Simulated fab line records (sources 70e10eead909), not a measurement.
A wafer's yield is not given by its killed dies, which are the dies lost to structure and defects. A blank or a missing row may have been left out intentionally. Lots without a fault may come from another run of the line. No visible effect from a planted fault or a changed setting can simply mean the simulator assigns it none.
Matching of chambers || flow nand harc || rie diel-02 running NHARC_A_STAIRCASE_TRIM_187: 4 sister chambers
The step chemistry O2, time 211.2 s. 16 wafers are shown with their chamber, then 8 later ones without.

## WAFERS PAIRED WITH THEIR CHAMBERS
{"wafer": "L076.1", "chamber": 0, "drypump motor current A (A)": 6.2, "showerhead plenum p Torr (Torr)": 3.35, "oes product au (a.u.)": 0.992}
{"wafer": "L076.4", "chamber": 3, "drypump motor current A (A)": 5.7, "showerhead plenum p Torr (Torr)": 3.56, "oes product au (a.u.)": 1.012}
{"wafer": "L076.5", "chamber": 2, "drypump motor current A (A)": 5.6, "showerhead plenum p Torr (Torr)": 3.27, "oes product au (a.u.)": 1.003}
{"wafer": "L079.1", "chamber": 1, "drypump motor current A (A)": 5.1, "showerhead plenum p Torr (Torr)": 3.66, "oes product au (a.u.)": 0.994}
{"wafer": "L079.3", "chamber": 3, "drypump motor current A (A)": 5.7, "showerhead plenum p Torr (Torr)": 3.56, "oes product au (a.u.)": 0.991}
{"wafer": "L079.6", "chamber": 3, "drypump motor current A (A)": 5.7, "showerhead plenum p Torr (Torr)": 3.56, "oes product au (a.u.)": 1.002}
{"wafer": "L082.3", "chamber": 1, "drypump motor current A (A)": 5.2, "showerhead plenum p Torr (Torr)": 3.66, "oes product au (a.u.)": 0.988}
{"wafer": "L082.4", "chamber": 0, "drypump motor current A (A)": 6.3, "showerhead plenum p Torr (Torr)": 3.34, "oes product au (a.u.)": 1.004}
{"wafer": "L082.6", "chamber": 1, "drypump motor current A (A)": 5.2, "showerhead plenum p Torr (Torr)": 3.66, "oes product au (a.u.)": 0.990}
{"wafer": "L084.2", "chamber": 0, "drypump motor current A (A)": 6.3, "showerhead plenum p Torr (Torr)": 3.34, "oes product au (a.u.)": 0.992}
{"wafer": "L084.4", "chamber": 1, "drypump motor current A (A)": 5.2, "showerhead plenum p Torr (Torr)": 3.65, "oes product au (a.u.)": 0.994}
{"wafer": "L084.5", "chamber": 0, "drypump motor current A (A)": 6.3, "showerhead plenum p Torr (Torr)": 3.34, "oes product au (a.u.)": 1.002}
{"wafer": "L088.1", "chamber": 0, "drypump motor current A (A)": 6.3, "showerhead plenum p Torr (Torr)": 3.33, "oes product au (a.u.)": 1.018}
{"wafer": "L088.4", "chamber": 2, "drypump motor current A (A)": 5.6, "showerhead plenum p Torr (Torr)": 3.79, "oes product au (a.u.)": 1.014}
{"wafer": "L088.5", "chamber": 1, "drypump motor current A (A)": 5.1, "showerhead plenum p Torr (Torr)": 3.65, "oes product au (a.u.)": 1.000}
{"wafer": "L091.2", "chamber": 0, "drypump motor current A (A)": 6.3, "showerhead plenum p Torr (Torr)": 3.33, "oes product au (a.u.)": 1.023}

SIGNATURES, as means of the wafers listed above
{"reading": "drypump motor current A", "chamber 0": 6.283, "chamber 1": 5.160, "chamber 2": 5.600, "chamber 3": 5.700, "scatter within a chamber": 0.0412}
{"reading": "showerhead plenum p Torr", "chamber 0": 3.3383, "chamber 1": 3.6560, "chamber 2": 3.5300, "chamber 3": 3.5600, "scatter within a chamber": 0.106}
{"reading": "oes product au", "chamber 0": 1.00517, "chamber 1": 0.99320, "chamber 2": 1.00850, "chamber 3": 1.00167, "scatter within a chamber": 0.01}
Rule: for a wafer and a chamber, the distance is found by dividing, reading by reading, the gap between the wafer's reading and the chamber's mean by the reading's scatter, squaring, summing and taking the root. If the next closest chamber is less than 2 further off than the closest, the wafer can't be placed; otherwise it belongs to the closest. The scatter: take each reading less its chamber's mean, square it, sum over the shown wafers, divide by the number of wafers less the number of chambers, and take the root.

## WAFERS WITHOUT THEIR CHAMBER
{"wafer": "L091.3", "drypump motor current A (A)": 5.2, "showerhead plenum p Torr (Torr)": 3.65, "oes product au (a.u.)": 0.996}
{"wafer": "L091.6", "drypump motor current A (A)": 6.3, "showerhead plenum p Torr (Torr)": 3.33, "oes product au (a.u.)": 1.025}
{"wafer": "L090.1", "drypump motor current A (A)": 5.2, "showerhead plenum p Torr (Torr)": 3.64, "oes product au (a.u.)": 0.998}
{"wafer": "L090.5", "drypump motor current A (A)": 6.2, "showerhead plenum p Torr (Torr)": 3.33, "oes product au (a.u.)": 1.008}
{"wafer": "L090.6", "drypump motor current A (A)": 5.2, "showerhead plenum p Torr (Torr)": 3.64, "oes product au (a.u.)": 0.987}
{"wafer": "L095.2", "drypump motor current A (A)": 5.7, "showerhead plenum p Torr (Torr)": 3.53, "oes product au (a.u.)": 0.987}
{"wafer": "L095.3", "drypump motor current A (A)": 5.2, "showerhead plenum p Torr (Torr)": 3.64, "oes product au (a.u.)": 0.987}
{"wafer": "L095.6", "drypump motor current A (A)": 5.7, "showerhead plenum p Torr (Torr)": 3.78, "oes product au (a.u.)": 1.010}

## WHICH CHAMBER EACH ONE RAN IN
{"wafer": "L091.3", "from the rows above": 1, "in truth": 1}
{"wafer": "L091.6", "from the rows above": 0, "in truth": 0}
{"wafer": "L090.1", "from the rows above": 1, "in truth": 1}
{"wafer": "L090.5", "from the rows above": 0, "in truth": 0}
{"wafer": "L090.6", "from the rows above": 1, "in truth": 1}
{"wafer": "L095.2", "from the rows above": "can't be placed: 3 or 2", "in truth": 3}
{"wafer": "L095.3", "from the rows above": 1, "in truth": 1}
{"wafer": "L095.6", "from the rows above": "can't be placed: 3 or 2", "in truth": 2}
Correct placement for 6 of the 8. Cannot be placed on the basis of these rows: 2; the candidates contain the true chamber in 2. 0 placed wrongly.
